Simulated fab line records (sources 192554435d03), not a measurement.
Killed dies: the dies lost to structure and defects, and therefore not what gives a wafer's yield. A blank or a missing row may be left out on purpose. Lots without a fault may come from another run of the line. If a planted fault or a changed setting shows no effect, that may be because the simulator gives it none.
Lot-split experiment ; flow n5-finfet ; 21 wafers read across 7 lots, on a route 1938 steps long

## SPLIT DETAILS
At N5_BEOL_M13_SPUTTER_44 (material Ta, target thk 10 nm, time 16.13 s), the setting time-s was moved away from the recipe's 16.13 s on 6 of the 21 wafers read, by -11.1% to +8.9%. For the rest of the wafers, this setting stayed at what the recipe calls for.

The split's own step is where the reading is taken.

## THE READING
Ta_of_BEOL_M13_SPUTTER_44.thk-nm (the simulator's own value, which no gauge read), in nm, at N5_BEOL_M13_SPUTTER_44 (material Ta, target thk 10 nm, time 16.13 s). The file gives no usual value for it. The 15 wafers here that ran the recipe average 10.1 nm, standard deviation 0.12 nm.

wafer;tool, chamber at the split;time-s as run, s;against the recipe;Ta_of_BEOL_M13_SPUTTER_44.thk-nm, nm;against lot-mates on the recipe
L075.1;pvd-sputter-01, -;17.56;+8.9%;10.8;+0.8
L075.2;pvd-sputter-01, -;17.56;+8.9%;11;+1.0
L075.3;pvd-sputter-01, -;16.13;recipe;10;-
L079.1;pvd-sputter-02, -;16.13;recipe;10.2;-
L079.5;pvd-sputter-02, -;16.13;recipe;10.2;-
L079.2;pvd-sputter-02, -;16.13;recipe;10;-
L081.3;pvd-sputter-01, -;16.13;recipe;10.2;-
L081.5;pvd-sputter-01, -;16.13;recipe;10.2;-
L081.6;pvd-sputter-01, -;16.13;recipe;10.2;-
L086.2;pvd-sputter-02, -;16.13;recipe;10;-
L086.4;pvd-sputter-02, -;16.13;recipe;10;-
L086.6;pvd-sputter-02, -;16.13;recipe;10;-
L091.3;pvd-sputter-02, -;16.13;recipe;10.2;-
L091.4;pvd-sputter-02, -;14.76;-8.5%;9.2;-1.0
L091.6;pvd-sputter-02, -;14.76;-8.5%;9.2;-1.0
L090.4;pvd-sputter-02, -;14.34;-11.1%;9;-1.2
L090.6;pvd-sputter-02, -;14.34;-11.1%;9;-1.2
L090.5;pvd-sputter-02, -;16.13;recipe;10.2;-
L097.1;pvd-sputter-03, -;16.13;recipe;10;-
L097.4;pvd-sputter-03, -;16.13;recipe;10;-
L097.2;pvd-sputter-03, -;16.13;recipe;9.8;-

THE FIT
A straight line over all 21 wafers: Ta_of_BEOL_M13_SPUTTER_44.thk-nm changes by +0.0972 nm for each +1% of time-s; r = +0.98; the points scatter about the line by 0.12 nm.
The same after taking each lot's own level away (the mean of its wafers on the recipe; 21 wafers): +0.108 nm for each +1%; r = +0.99; scatter 0.069 nm.
The reading moves by 1.2 nm for the largest change in time-s, on that fit.
The lots' own levels span 9.93 to 10.20 nm, that is 2.2 times the standard deviation above.
So the slope is not independent of the lot-to-lot level: the two fits are not the same.
Check: for one of the wafers moved furthest among these (-11.1%), held out of the fit, the line's prediction against its lot-mates is -1.22 nm. It came out at -1.2 nm against them.

## FURTHER SPLITS ON THESE WAFERS
Other splits were also applied to these wafers ahead of the reading. Each is held against what the fit with the lots' levels taken away leaves over:
other split on the same wafers;wafers away from the commonest value;r with Ta_of_BEOL_M13_SPUTTER_44.thk-nm (lot level and that fit taken away)
N5_BEOL_M6_ETCH_66 bias-w;9;-0.31
N5_BEOL_M6_TRENCH_ETCH_37 bias-w;8;-0.19
N5_BEOL_M7_EXPOSE_25 dose-mj;4;-0.01
N5_BEOL_M8_DESCUM_33 time-s;7;+0.09
N5_BEOL_M8_ETCH_72 h2-flow-sccm;10;-0.07
N5_BEOL_M10_COAT_22 spin-rpm;3;-0.08
N5_BEOL_M10_PEB_26 peb-time-s;4;+0.23
N5_BEOL_M11_TRENCH_ETCH_37 bias-w;6;+0.08
N5_BEOL_M13_ETCH_68 time-s;7;+0.00

## FILE'S OWN FIT
Ta_of_BEOL_M13_SPUTTER_44.thk-nm changes by +0.109 nm for each +1% of time-s, r = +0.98.
